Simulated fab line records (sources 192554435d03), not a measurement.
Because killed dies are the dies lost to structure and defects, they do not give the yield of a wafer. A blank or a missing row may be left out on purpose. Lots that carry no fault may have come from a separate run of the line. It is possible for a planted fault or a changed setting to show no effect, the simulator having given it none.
Split-lot experiment + flow n5 finfet + on a route of 1938 steps: 7 lots, 39 wafers read

## SPLIT DETAILS
At N5_PASSIVATION_SPUTTER_20 (material TaN, target thk 50 nm), the setting target thk a was moved away from the recipe's 500 angstrom on 15 of the 39 wafers read, by -51.8% to +59.4%. This setting was run at the recipe's value on the other wafers.

The reading is taken at the split's own step.

## THE READING
TaN_of_PASSIVATION_SPUTTER_20.thk nm (the simulator's own value, which no gauge read), in nm, at N5_PASSIVATION_SPUTTER_20 (material TaN, target thk 50 nm). No usual value for it is given in the file. Here, 24 wafers ran the recipe; their average is 50.0 nm with a standard deviation of 0.57 nm.

| wafer  | tool, chamber at the split | target thk a as run, angstrom | against the recipe | TaN_of_PASSIVATION_SPUTTER_20.thk nm, nm | against lot-mates on the recipe |
|--------|----------------------------|-------------------------------|--------------------|------------------------------------------|---------------------------------|
| L077.1 | pvd sputter-03, -          | 500                           | recipe             | 50.8                                     | -                               |
| L077.4 | pvd sputter-03, -          | 500                           | recipe             | 50.8                                     | -                               |
| L077.2 | pvd sputter-03, -          | 792.5                         | +58.5%             | 79.2                                     | +28.6                           |
| L077.3 | pvd sputter-03, -          | 792.5                         | +58.5%             | 78.6                                     | +28.0                           |
| L077.5 | pvd sputter-03, -          | 792.5                         | +58.5%             | 80.2                                     | +29.6                           |
| L077.6 | pvd sputter-03, -          | 500                           | recipe             | 50.2                                     | -                               |
| L080.1 | pvd sputter-01, -          | 500                           | recipe             | 50.2                                     | -                               |
| L080.2 | pvd sputter-01, -          | 241                           | -51.8%             | 24.2                                     | -25.8                           |
| L080.3 | pvd sputter-01, -          | 241                           | -51.8%             | 24.6                                     | -25.4                           |
| L080.4 | pvd sputter-01, -          | 500                           | recipe             | 50                                       | -                               |
| L080.5 | pvd sputter-01, -          | 241                           | -51.8%             | 24                                       | -26.0                           |
| L080.6 | pvd sputter-01, -          | 500                           | recipe             | 49.8                                     | -                               |
| L085.1 | pvd sputter-03, -          | 500                           | recipe             | 49                                       | -                               |
| L085.2 | pvd sputter-03, -          | 664                           | +32.8%             | 65.2                                     | +16.1                           |
| L085.6 | pvd sputter-03, -          | 664                           | +32.8%             | 65.2                                     | +16.1                           |
| L085.3 | pvd sputter-03, -          | 500                           | recipe             | 49.6                                     | -                               |
| L085.4 | pvd sputter-03, -          | 664                           | +32.8%             | 65.4                                     | +16.3                           |
| L085.5 | pvd sputter-03, -          | 500                           | recipe             | 48.6                                     | -                               |
| L089.1 | pvd sputter-03, -          | 500                           | recipe             | 49.6                                     | -                               |
| L089.2 | pvd sputter-03, -          | 500                           | recipe             | 50.2                                     | -                               |
| L089.6 | pvd sputter-03, -          | 500                           | recipe             | 50.6                                     | -                               |
| L091.1 | pvd sputter-02, -          | 797                           | +59.4%             | 80                                       | +29.6                           |
| L091.2 | pvd sputter-02, -          | 500                           | recipe             | 50.6                                     | -                               |
| L091.4 | pvd sputter-02, -          | 500                           | recipe             | 50.6                                     | -                               |
| L091.3 | pvd sputter-02, -          | 797                           | +59.4%             | 79.8                                     | +29.4                           |
| L091.5 | pvd sputter-02, -          | 797                           | +59.4%             | 80.4                                     | +30.0                           |
| L091.6 | pvd sputter-02, -          | 500                           | recipe             | 50                                       | -                               |
| L092.1 | pvd sputter-02, -          | 636.2                         | +27.2%             | 63.4                                     | +13.5                           |
| L092.3 | pvd sputter-02, -          | 636.2                         | +27.2%             | 63.4                                     | +13.5                           |
| L092.2 | pvd sputter-02, -          | 636.2                         | +27.2%             | 63.8                                     | +13.9                           |
| L092.4 | pvd sputter-02, -          | 500                           | recipe             | 50.2                                     | -                               |
| L092.5 | pvd sputter-02, -          | 500                           | recipe             | 50                                       | -                               |
| L092.6 | pvd sputter-02, -          | 500                           | recipe             | 49.6                                     | -                               |
| L097.1 | pvd sputter-03, -          | 500                           | recipe             | 49.6                                     | -                               |
| L097.6 | pvd sputter-03, -          | 500                           | recipe             | 49.6                                     | -                               |
| L097.2 | pvd sputter-03, -          | 500                           | recipe             | 50.4                                     | -                               |
| L097.3 | pvd sputter-03, -          | 500                           | recipe             | 50                                       | -                               |
| L097.4 | pvd sputter-03, -          | 500                           | recipe             | 49                                       | -                               |
| L097.5 | pvd sputter-03, -          | 500                           | recipe             | 50.6                                     | -                               |

FIT RESULTS
A straight line over all 39 wafers: TaN_of_PASSIVATION_SPUTTER_20.thk nm changes by +0.499 nm for each +1% of target thk a; r = +1.00; the points scatter about the line by 0.61 nm.
The same after taking each lot's own level away (the mean of its wafers on the recipe; 39 wafers): +0.496 nm for each +1%; r = +1.00; scatter 0.39 nm.
The reading moves by 29 nm for the largest change in target thk a, on that fit.
The span of the lots' own levels, 49.07 to 50.60 nm, comes to 2.7 times the standard deviation stated above.
The two slopes agree, so the slope changes little with the lot-to-lot level.
Check: with one of the wafers moved furthest among these (+59.4%) left out of the fit, the line predicts +29.4 nm for it against its lot-mates. Against them it came out at +29.6 nm.

## OTHER SPLITS APPLIED TO THESE WAFERS
Note: prior to the reading, these wafers also went through further splits. Each is held against what the fit with the lots' levels taken away leaves over:
| other split on the same wafers    | wafers away from the commonest value | r with TaN_of_PASSIVATION_SPUTTER_20.thk nm (lot level and that fit taken away) |
|-----------------------------------|--------------------------------------|---------------------------------------------------------------------------------|
| N5_BEOL_M12_TRENCH_ETCH_34 time s | 12                                   | -0.04                                                                           |
| N5_BEOL_M14_TRENCH_ETCH_34 time s | 15                                   | -0.11                                                                           |

## FILE'S OWN FIT
TaN_of_PASSIVATION_SPUTTER_20.thk nm changes by +0.496 nm for each +1% of target thk a, r = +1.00.
